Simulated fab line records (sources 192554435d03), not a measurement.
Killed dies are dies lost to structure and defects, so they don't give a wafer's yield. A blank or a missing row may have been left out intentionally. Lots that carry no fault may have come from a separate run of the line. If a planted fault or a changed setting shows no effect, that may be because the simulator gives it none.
Split-lot study -- flow n5Finfet -- 21 wafers read from 7 lots, route of 1938 steps

== SPLIT DETAILS ==
At N5_BEOL_M15_COAT_22 (resist thk 800 nm), the setting spinRpm was moved away from the recipe's 1704 rpm on 6 of the 21 wafers read, by -5.5% to +10.2%. For the rest of the wafers, this setting stayed at what the recipe calls for.

== FROM THE SPLIT TO THE READING: what the file shows between them, 3 steps ==
- N5_BEOL_M15_EBR_24
- N5_BEOL_M15_SOFTBAKE_23: time 60 s
- N5_BEOL_M15_DESCUM_33: chemistry O2, time 7.9 s

== THE READING ==
coat_of_BEOL_M15_COAT_22.thkNm (the simulator's own value, which no gauge read), in nm, at N5_BEOL_M15_ETCH_61 (etches BARC in N2/H2, target depth 89 nm, overetch 26.7 nm, time 67.9 s). The file does not state a usual value for it. The 15 wafers here that ran the recipe average 717.6 nm, standard deviation 3.1 nm.

wafer,"tool, chamber at the split","spinRpm as run, rpm",against the recipe,"coat_of_BEOL_M15_COAT_22.thkNm, nm",against lot-mates on the recipe
L075.1,"lithoTrack-03, 0",1877,+10.2%,678.8,-40.4
L075.3,"lithoTrack-03, 0",1877,+10.2%,679.2,-40.0
L075.6,"lithoTrack-03, 0",1704,recipe,719.2,-
L082.2,"lithoTrack-03, 0",1704,recipe,721.4,-
L082.6,"lithoTrack-03, 0",1704,recipe,721.4,-
L082.4,"lithoTrack-03, 0",1704,recipe,723.4,-
L080.1,"lithoTrack-03, 0",1704,recipe,714.4,-
L080.2,"lithoTrack-03, 0",1704,recipe,717,-
L080.4,"lithoTrack-03, 0",1611,-5.5%,742,+26.3
L091.2,"lithoTrack-05, 0",1704,recipe,718.8,-
L091.3,"lithoTrack-05, 0",1704,recipe,712.8,-
L091.4,"lithoTrack-05, 0",1704,recipe,716,-
L097.1,"lithoTrack-03, 0",1704,recipe,720,-
L097.2,"lithoTrack-03, 0",1649,-3.2%,730.8,+11.5
L097.3,"lithoTrack-03, 0",1704,recipe,718.6,-
L095.2,"lithoTrack-01, 0",1704,recipe,716.6,-
L095.3,"lithoTrack-01, 0",1704,recipe,716,-
L095.4,"lithoTrack-01, 0",1704,recipe,712,-
L096.1,"lithoTrack-03, 0",1704,recipe,715.8,-
L096.4,"lithoTrack-03, 0",1643,-3.6%,728.8,+13.0
L096.5,"lithoTrack-03, 0",1643,-3.6%,731.4,+15.6

THE FIT
A straight line over all 21 wafers: coat_of_BEOL_M15_COAT_22.thkNm changes by -3.86 nm for each +1% of spinRpm; r = -0.98; the points scatter about the line by 3 nm.
The same after taking each lot's own level away (the mean of its wafers on the recipe; 21 wafers): -4.04 nm for each +1%; r = -0.99; scatter 1.8 nm.
According to that fit, moving spinRpm by its largest amount changes the reading by 41 nm.
Measured against the standard deviation above, the lots' own levels, which go from 714.87 to 722.07 nm, span 2.3 times it.
Hence the lot-to-lot level has little effect on the slope; both slopes agree.
Check: with one of the wafers moved furthest among these (+10.2%) left out of the fit, the line predicts -41.2 nm for it against its lot-mates. It came out at -40.4 nm against them.

== THE WHOLE CHAIN: every reading that the file lists as answering this split, in the file's order ==
step,what it does,reading,change (the file's fit),r (the file's)
N5_BEOL_M15_COAT_22,resist thk 800 nm,"coat_of_BEOL_M15_COAT_22.thkNm (the simulator's own value, which no gauge read)",-3.87 nm for each +1% of the setting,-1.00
N5_BEOL_M15_ETCH_61,"etches BARC in N2/H2, target depth 89 nm, overetch 26.7 nm, time 67.9 s","coat_of_BEOL_M15_COAT_22.thkNm (the simulator's own value, which no gauge read)",-4.1 nm for each +1% of the setting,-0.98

== FILE'S OWN FIT ==
coat_of_BEOL_M15_COAT_22.thkNm changes by -4.1 nm for each +1% of spinRpm, r = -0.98.
